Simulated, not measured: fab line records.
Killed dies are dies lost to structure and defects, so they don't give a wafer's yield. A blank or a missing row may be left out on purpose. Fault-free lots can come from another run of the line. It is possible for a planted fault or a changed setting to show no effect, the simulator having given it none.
Comparing a struck lot with a sound one :: flow n5Finfet :: 16 steps out of a route of 1938
Sound: wafers L124.1, L124.2, L124.3. Struck: wafer L132.6 (left out: L132.4, a lot-mate that was not struck); the cause follows at the end.
At each step with rows: each side's tool, then ch and its chambers, then its first start. Under that, the readings that differ: sound wafers :: struck wafers :: difference of the means :: sigmas: that difference in standard deviations of wafers without a fault.
alike: words and numbers the same on both sides, and readings whose means are apart by under 2 such deviations; not compared: readings that were withheld, readings missing a value for some wafer, numbers with overlapping values and no deviation given by the record, and bounds like >300 which may hide the same value.
A row with sigmas, a row that says differs or no value, or rows on one side alone: a step with any of these is where the two part. Numbers that have no deviation but don't overlap get no sigmas and don't part them. A reading missing from all wafers of one side parts the sides only when that side holds two or more wafers.

N5_BEOL_M1_ETCH_41: etches SiCN in CH3F/O2, target depth 31.9 nm, time 57.8 s.
  sound: rieDiel-06 ch 1,2,3; struck: rieDiel-06 ch 1
  alike: drypumpMotorCurrentA, oesProductAu, rfVppV, showerheadPlenumPTorr, throttleValvePct
  not compared: rfHoursCounterH
then, 1 step without rows for these wafers: N5_BEOL_M1_STRIP_97 (strips in N2/H2, time 10 s).
N5_BEOL_M1_OCD_MEAS_38:
  sound on ocd-02, day 8 22:53; struck on ocd-01, day 10 15:19
  alike: trenchDepthNm
then, 4 steps without rows for these wafers: N5_BEOL_M1_HM_STRIP_39 (strips TiN in peroxide tin strip, target depth 25 nm, time 158 s); N5_BEOL_M1_SRD_40 (time 30 s); N5_BEOL_M1_PRECLEAN_42 (cleans in residue remover, time 60 s); N5_BEOL_M1_SRD_43 (time 30 s).
N5_BEOL_M1_CD_MEAS_35: target cd 18 nm, target cd y 21 nm.
  sound on cdSem-01, day 8 23:02; struck on cdSem-02, day 10 15:29
  alike: cdNm
N5_BEOL_M1_DEGAS_44: time 60 s.
  sound on pvdSputter-02, day 8 23:25; struck on pvdSputter-01, day 10 16:13
  alike: heaterPowerW
N5_BEOL_M1_PRE_CLEAN_45: time 30 s.
  sound on pvdSputter-02, day 8 23:27; struck on pvdSputter-01, day 10 16:16
  alike: heaterPowerW
N5_BEOL_M1_ALD_84: deposits TaN, pulse time 2 s, purge time 3 s, co reactant purge time 2 s.
  sound on aldMetal-04 ch 0,2,3, day 8 23:31; struck on aldMetal-04 ch 3, day 10 16:19
  alike: heaterPowerW
N5_BEOL_M1_SURFACE_TREAT_85:
  sound on pvdSputter-03, day 8 23:49; struck on pvdSputter-01, day 10 16:34
  not compared: throttleValvePct
N5_BEOL_M1_CVD_47: deposits Co from CCTBA/H2, target thk 3 nm, time 223.8 s.
  sound on cvdCo-01 ch 0,1,2, day 9 00:07; struck on cvdCo-02 ch 1, day 10 16:42
reading: runLengthS (s)
sound: 247.0 246.4 247.2
struck: 451.9
difference: +205.0
sigmas: +99 or more
then, 1 step without rows for these wafers: N5_BEOL_M1_SPUTTER_48 (material Cu, target thk 4.5 nm, time 8.29 s).
-- a jump in the record: the struck wafers' starts before and after are 3 days apart (it breaks off in module BEOL_M1 and resumes in module BEOL_M4, where the first step shown is number 1111 of the route) --
N5_BEOL_M4_RC_MEAS_101:
  sound on prober-01 ch 0, day 11 05:05; struck on prober-01 ch 0, day 13 18:34
  alike: DIBL_N, DIBL_P, IOFF_N, IOFF_P, ION_N, ION_P, SS_N, SS_P, VT_N, VT_P
-- the record jumps here: 4 days lie between the struck wafers' starts before and after (it left off in module BEOL_M4 and takes up again in module PASSIVATION, whose first step shown is number 1936 of the route) --
N5_PASSIVATION_PROBE_49:
  sound on prober-02, day 16 04:25; struck on prober-01, day 18 05:07
reading: killed_at_M0_to_M3
sound: 47 50 54
struck: 24
difference: -26
sigmas: -3

reading: killedAtFrontEnd
sound: 26 31 20
struck: 53
difference: +27
sigmas: +2
  alike: defectLimitedYield, killed_at_M4_up, killedAtContacts, killedAtOther, killedDies, killedOpen, killedShort, sort_bin_5_function, sort_bin_6_memory, sortNPass, sortYieldPct

## WHERE THEY PART
At N5_BEOL_M1_CVD_47 first; at N5_PASSIVATION_PROBE_49 last (within this record only).

WHY: what had been put in by the simulator
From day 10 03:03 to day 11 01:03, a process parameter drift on cvdCo-02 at N5_BEOL_M1_CVD_47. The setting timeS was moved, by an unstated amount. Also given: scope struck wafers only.
